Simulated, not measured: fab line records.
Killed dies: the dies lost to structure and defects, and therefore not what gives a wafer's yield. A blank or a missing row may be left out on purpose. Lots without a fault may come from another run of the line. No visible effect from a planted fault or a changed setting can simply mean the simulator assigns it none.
Which tool did it? | flow nand_harc | 72 wafers from 24 lots sampled at 2 of the route's 1302 steps

== WHAT EACH GAUGE READ, for each wafer ==
NHARC_A_CONTACT_CD_MEAS_15.
lot  | measured     | on        | cd_nm (nm)
L075 | day 22 20:12 | cd_sem-01 | 190.2 190.9 190.8
L074 | day 22 23:06 | cd_sem-03 | 190.2 190.5 190.6
L076 | day 23 08:54 | cd_sem-01 | 189.4 189.6 190.0
L077 | day 23 10:50 | cd_sem-03 | 190.1 190.4 190.4
L079 | day 24 02:37 | cd_sem-03 | 188.8 189.3 189.3
L078 | day 24 04:32 | cd_sem-02 | 189.0 188.9 189.1
L080 | day 25 01:50 | cd_sem-03 | 190.2 190.0 189.7
L082 | day 26 13:58 | cd_sem-02 | 190.0 190.2 189.8
L081 | day 26 18:52 | cd_sem-02 | 189.5 189.6 189.5
L083 | day 26 20:37 | cd_sem-01 | 190.8 190.8 190.9
L084 | day 27 01:33 | cd_sem-02 | 189.9 190.3 190.8
L085 | day 27 18:33 | cd_sem-01 | 190.2 189.5 189.6
L086 | day 27 20:30 | cd_sem-03 | 190.1 190.3 189.7
L088 | day 28 09:39 | cd_sem-02 | 190.3 190.2 190.4
L089 | day 28 11:37 | cd_sem-02 | 189.5 189.7 189.9
L087 | day 28 17:45 | cd_sem-01 | 191.3 190.7 191.4
L090 | day 29 22:33 | cd_sem-01 | 188.6 190.0 189.2
L091 | day 30 03:32 | cd_sem-01 | 190.5 190.4 190.2
L092 | day 30 08:07 | cd_sem-03 | 189.5 189.7 189.5
L093 | day 31 13:00 | cd_sem-03 | 189.9 190.2 189.7
L094 | day 31 13:50 | cd_sem-02 | 190.3 190.2 190.0
L095 | day 31 14:57 | cd_sem-02 | 188.7 189.3 189.0
L096 | day 32 10:54 | cd_sem-02 | 190.6 190.4 190.4
L097 | day 32 12:28 | cd_sem-01 | 189.6 189.8 189.5

== TOOL THAT RAN EACH LOT (tool first, then ch and the chambers of the sampled wafers, then the start) ==
lot  | NHARC_A_CONTACT_DEP_85
L075 | pecvd-04 ch 0,1, day 22 16:16
L074 | pecvd-04 ch 0,1, day 22 19:11
L076 | pecvd-02 ch 0,1, day 23 04:13
L077 | pecvd-04 ch 0,1,2, day 23 06:44
L079 | pecvd-02 ch 0,1, day 23 22:41
L078 | pecvd-02 ch 0,1,2, day 24 00:34
L080 | pecvd-02 ch 0,1,2, day 24 21:48
L082 | pecvd-04 ch 0,1, day 26 09:50
L081 | pecvd-04 ch 0,1, day 26 14:50
L083 | pecvd-01 ch 0,1,2, day 26 16:31
L084 | pecvd-02 ch 0,1, day 26 21:25
L085 | pecvd-01 ch 0,2, day 27 14:14
L086 | pecvd-01 ch 0,1, day 27 15:55
L088 | pecvd-01 ch 1,2, day 28 05:35
L089 | pecvd-01 ch 1,2, day 28 07:38
L087 | pecvd-04 ch 1,2, day 28 13:02
L090 | pecvd-04 ch 0,1,2, day 29 18:35
L091 | pecvd-01 ch 0,1, day 29 23:34
L092 | pecvd-02 ch 0,1,2, day 30 04:09
L093 | pecvd-02 ch 0,2, day 31 08:57
L094 | pecvd-04 ch 0,1,2, day 31 09:44
L095 | pecvd-01 ch 0,1,2, day 31 10:46
L096 | pecvd-04 ch 0,1, day 32 06:52
L097 | pecvd-02 ch 0,1, day 32 08:31
- NHARC_A_CONTACT_DEP_85: deposits SiON, target thk 60 nm.

== WHAT THE TOOLS THEMSELVES READ (means of the sampled wafers that have a number; where no wafer has one, the mark that the record gives instead) ==
NHARC_A_CONTACT_DEP_85.
lot  | tool     | chamber_pressure_Torr (Torr) | heater_power_w (W)
L075 | pecvd-04 | 3.497                        | 725
L074 | pecvd-04 | 3.497                        | 786
L076 | pecvd-02 | 3.499                        | 810
L077 | pecvd-04 | 3.498                        | 726
L079 | pecvd-02 | 3.503                        | 725
L078 | pecvd-02 | 3.493                        | 790
L080 | pecvd-02 | 3.499                        | 835
L082 | pecvd-04 | 3.508                        | 763
L081 | pecvd-04 | 3.502                        | 789
L083 | pecvd-01 | 3.502                        | 746
L084 | pecvd-02 | 3.496                        | 776
L085 | pecvd-01 | 3.515                        | 820
L086 | pecvd-01 | 3.490                        | 761
L088 | pecvd-01 | 3.500                        | 674
L089 | pecvd-01 | 3.493                        | 643
L087 | pecvd-04 | 3.493                        | 624
L090 | pecvd-04 | 3.494                        | 736
L091 | pecvd-01 | 3.504                        | 767
L092 | pecvd-02 | 3.503                        | 780
L093 | pecvd-02 | 3.506                        | 794
L094 | pecvd-04 | 3.509                        | 724
L095 | pecvd-01 | 3.495                        | 712
L096 | pecvd-04 | 3.499                        | 752
L097 | pecvd-02 | 3.495                        | 825

== THE ANSWER, worked out from the rows above alone ==
Rule: what is usual is taken from the lots themselves. The widest of any qualifying gaps counts: lots, ordered by their means at a reading, are off when they make up no more than a third of the lots, leave a main group of 4 or more, and stand apart from it by 3 or more times the standard deviation of that group's means. If all means in a main group match to the digits the tables above print for the reading, that group is not used. A lot without any number at a reading at which 4 lots or more have one is off too. Where the step has rows for the other lots, those lots are counted as sound. First the gauges in route order, then the tools' own readings, where a lot's mean is used as printed above. The first step at which some lot is off is used, and at that step the reading that is off furthest; a lot without a number counts as furthest.
None of the lots is off at any reading shown; this tells nothing.

== WHAT HAD BEEN PUT IN BY THE SIMULATOR ==
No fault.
